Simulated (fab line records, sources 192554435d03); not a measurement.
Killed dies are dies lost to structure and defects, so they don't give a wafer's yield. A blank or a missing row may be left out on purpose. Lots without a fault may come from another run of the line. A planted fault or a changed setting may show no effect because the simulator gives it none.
Chamber matching | flow n5_finfet | N5_BEOL_M8_ETCH_41 on rie_diel-01: 4 sister chambers
The step etches SiCN in CH3F/O2, target depth 31.9 nm, time 57.8 s. 14 wafers are shown with their chamber, then 7 later ones without.

WAFERS WITH THEIR CHAMBER
wafer  | chamber | showerhead_plenum_p_Torr (Torr) | throttle_valve_pct (%) | oes_product_au (a.u.)
L634.1 | 3       | 2.10                            | 16.68                  | 0.81
L634.2 | 2       | 2.12                            | 15.89                  | 0.90
L634.4 | 1       | 1.92                            | 16.57                  | 0.76
L635.4 | 3       | 2.10                            | 16.68                  | 0.80
L635.5 | 0       | 2.04                            | 16.10                  | 0.94
L635.6 | 3       | 2.10                            | 16.67                  | 0.81
L636.1 | 3       | 2.09                            | 16.67                  | 0.80
L636.2 | 1       | 1.92                            | 16.58                  | 0.75
L636.6 | 0       | 2.04                            | 16.10                  | 0.94
L637.1 | 2       | 2.12                            | 15.88                  | 0.89
L637.4 | 1       | 1.92                            | 16.58                  | 0.76
L637.6 | 3       | 2.10                            | 16.68                  | 0.80
L648.1 | 1       | 1.91                            | 16.65                  | 0.74
L648.4 | 1       | 1.91                            | 16.62                  | 0.73

SIGNATURES (means of the wafers above)
reading                  | chamber 0 | chamber 1 | chamber 2 | chamber 3 | scatter within a chamber
showerhead_plenum_p_Torr | 2.0400    | 1.9160    | 2.1200    | 2.0980    | 0.00447
throttle_valve_pct       | 16.1000   | 16.6000   | 15.8850   | 16.6760   | 0.0218
oes_product_au           | 0.9400    | 0.7480    | 0.8950    | 0.8040    | 0.00922
Rule: a wafer's distance from a chamber is the root of the sum, over the readings, of the square of ((its reading less the chamber's mean) divided by the reading's scatter). The wafer belongs to the nearest chamber; if the next one is less than 2 further off, it can't be placed. The scatter: the root of (the sum of the squares of (reading less its chamber's mean) over the shown wafers, divided by (wafers less chambers)).

WAFERS WITHOUT THEIR CHAMBER
wafer  | showerhead_plenum_p_Torr (Torr) | throttle_valve_pct (%) | oes_product_au (a.u.)
L648.6 | 2.03                            | 16.16                  | 0.88
L650.3 | 1.91                            | 16.64                  | 0.72
L650.4 | 2.11                            | 15.94                  | 0.84
L650.6 | 2.03                            | 16.18                  | 0.88
L656.3 | 2.08                            | 16.75                  | 0.76
L656.4 | 1.91                            | 16.67                  | 0.72
L656.6 | 2.08                            | 16.74                  | 0.76

WHICH CHAMBER EACH WENT THROUGH
wafer  | from the rows above | in truth
L648.6 | 0                   | 0
L650.3 | 1                   | 1
L650.4 | 2                   | 2
L650.6 | 0                   | 0
L656.3 | 3                   | 3
L656.4 | 1                   | 1
L656.6 | 3                   | 3
Placed correctly: 7 of 7. Can't be placed from these rows: 0. Placed wrongly: 0.
